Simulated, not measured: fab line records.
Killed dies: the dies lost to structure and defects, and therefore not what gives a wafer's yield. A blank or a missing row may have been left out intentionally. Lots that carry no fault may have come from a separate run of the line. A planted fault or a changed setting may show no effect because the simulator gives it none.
Struck lot and sound lot, side by side || flow n5Finfet || 15 out of 1938 route steps
Sound: these wafers, L284.3, L284.5, L284.6. Struck: wafer L271.2 (left out: L271.3, a lot-mate that was not struck); the cause follows at the end.
For every step that has rows: the tool of each side, followed by ch and its chambers, followed by its first start. Under that, the readings that differ: sound wafers || struck wafers || difference of the means || sigmas: that difference in standard deviations of wafers without a fault.
alike: a reading whose means differ by less than 2 such deviations, as well as words and numbers matching on both sides. not compared: withheld readings; readings where some wafer has no value; bounds like >300 that might hide an equal value; numbers whose values overlap and for which the record gives no deviation.
Wherever a step has rows on one side only, a row that says differs or no value, or a row with sigmas, the two part there. Numbers that don't overlap but have no deviation are shown without sigmas and don't part them. A reading that every wafer of one side lacks parts them only if that side has two wafers or more.

first, 1 step without rows for these wafers: N5_BEOL_M0_SAQP_STRIP_80 (strips in N2/H2).
N5_BEOL_M0_SAQP_HM_OPEN_112: chemistry CHF3/O2, target SiO2, stops on a-Si, target depth 12 nm, time 13.5 s.
  sound on rieDiel-01 ch 0,1,2, day 10 20:53; struck on rieDiel-04 ch 2, day 7 12:25
  alike: drypumpMotorCurrentA, oesProductAu, rfVppV, showerheadPlenumPTorr, throttleValvePct
  not compared: rfHoursCounterH
then, 2 steps without rows for these wafers: N5_BEOL_M0_SAQP_STRIP_113 (strips in CHF3/O2); N5_BEOL_M0_SAQP_MANDREL_ETCH_20 (etches a-Si in HBr/Cl2, stops on SiNx, target depth 60 nm, bt time 10 s, time 30 s).
N5_BEOL_M0_SAQP_STRIP_86: strips in N2/H2.
  sound on rieDiel-01 ch 0,1, day 10 21:04; struck on rieDiel-04 ch 3, day 7 12:44
{"reading": "biasPowerW (W)", "sound": "27.84 27.80 27.99", "struck": 28.09, "difference": "+0.21", "sigmas": "+2"}
{"reading": "showerheadPlenumPTorr (Torr)", "sound": "3.55 3.55 3.47", "struck": 3.12, "difference": -0.40, "sigmas": -3}
{"reading": "throttleValvePct (%)", "sound": "19.2 19.2 19.1", "struck": 18.5, "difference": -0.7, "sigmas": -2}
  alike: drypumpMotorCurrentA, oesProductAu, rfVppV, tempC
  not compared: rfHoursCounterH
then, 3 steps without rows for these wafers: N5_BEOL_M0_SAQP_STRIP_115 (strips in post etch residue remover, time 60 s); N5_BEOL_M0_SAQP_SRD_93 (time 30 s); N5_BEOL_M0_SAQP_RECESS_114 (chemistry HF/NH3, target SiO2, target depth 14.4 nm, afs cycles 3, sublimation time 60 s).
N5_BEOL_M0_SAQP_SPACER1_ALD_98: deposits SiO2, target thk 12.8 nm, pulse time 1 s, purge time 2 s.
  sound on aldSin-04 ch 0,1, day 10 21:51; struck on aldSin-03 ch 1, day 7 15:17
  alike: heaterPowerW, precursorPulseHeightRel
N5_BEOL_M0_SAQP_SPACER1_ETCHBACK_99: etches SiO2 in CHF3/O2, target depth 15.4 nm, time 7.7 s.
  sound on rieDiel-01 ch 0,1, day 10 22:21; struck on rieDiel-01 ch 0, day 7 15:46
  alike: drypumpMotorCurrentA, oesProductAu, rfVppV, showerheadPlenumPTorr, throttleValvePct
  not compared: rfHoursCounterH
then, 1 step without rows for these wafers: N5_BEOL_M0_SAQP_MANDREL1_REMOVE_100 (chemistry HBr/Cl2/O2, target a-Si, stops on SiNx, bt time 10 s).
N5_BEOL_M0_SAQP_CD_MEAS_25 targets a cd of 13.1 nm.
  sound on cdSem-03 ch 0, day 10 22:33; struck on cdSem-03 ch 0, day 7 15:58
  alike: cdNm
N5_BEOL_M0_SAQP_ETCH_101: etches SiNx in CH3F/O2, target depth 29.9 nm, time 42.7 s.
  sound on rieDiel-04 ch 2,3, day 10 22:41; struck on rieDiel-01 ch 0, day 7 16:01
{"reading": "showerheadPlenumPTorr (Torr)", "sound": "1.84 2.05 1.84", "struck": 2.08, "difference": "+0.17", "sigmas": "+2"}
{"reading": "model.etch.depthNm (nm)", "sound": "29.94 29.96 29.96", "struck": 38.85, "difference": "+8.90", "sigmas": ""}
  alike: drypumpMotorCurrentA, oesProductAu, rfVppV, throttleValvePct
  not compared: rfHoursCounterH
N5_BEOL_M0_SAQP_ETCH_102: etches SiO2 in CF4, target depth 4 nm, time 4.4 s.
  sound on rieSi-02 ch 1,3, day 10 22:47; struck on rieSi-03 ch 1, day 7 16:07
  alike: drypumpMotorCurrentA, heBacksideLeakSccm, oesProductAu, throttleValvePct
  not compared: rfHoursCounterH
-- the record jumps here: 4 days lie between the struck wafers' starts before and after (it left off in module BEOL_M0_SAQP and takes up again in module BEOL_M4, whose first step shown is number 1111 of the route) --
N5_BEOL_M4_RC_MEAS_101:
  sound on prober-02 ch 0, day 14 18:57; struck on prober-01 ch 0, day 11 12:56
{"reading": "ION_N (uA/um)", "sound": "682 689 675", "struck": 662, "difference": -20, "sigmas": -2}
  alike: DIBL_N, DIBL_P, IOFF_N, IOFF_P, ION_P, SS_N, SS_P, VT_N, VT_P

WHERE THEY PART
At N5_BEOL_M0_SAQP_STRIP_86 first; at N5_BEOL_M4_RC_MEAS_101 last (within this record only).

WHY: what had been put in by the simulator
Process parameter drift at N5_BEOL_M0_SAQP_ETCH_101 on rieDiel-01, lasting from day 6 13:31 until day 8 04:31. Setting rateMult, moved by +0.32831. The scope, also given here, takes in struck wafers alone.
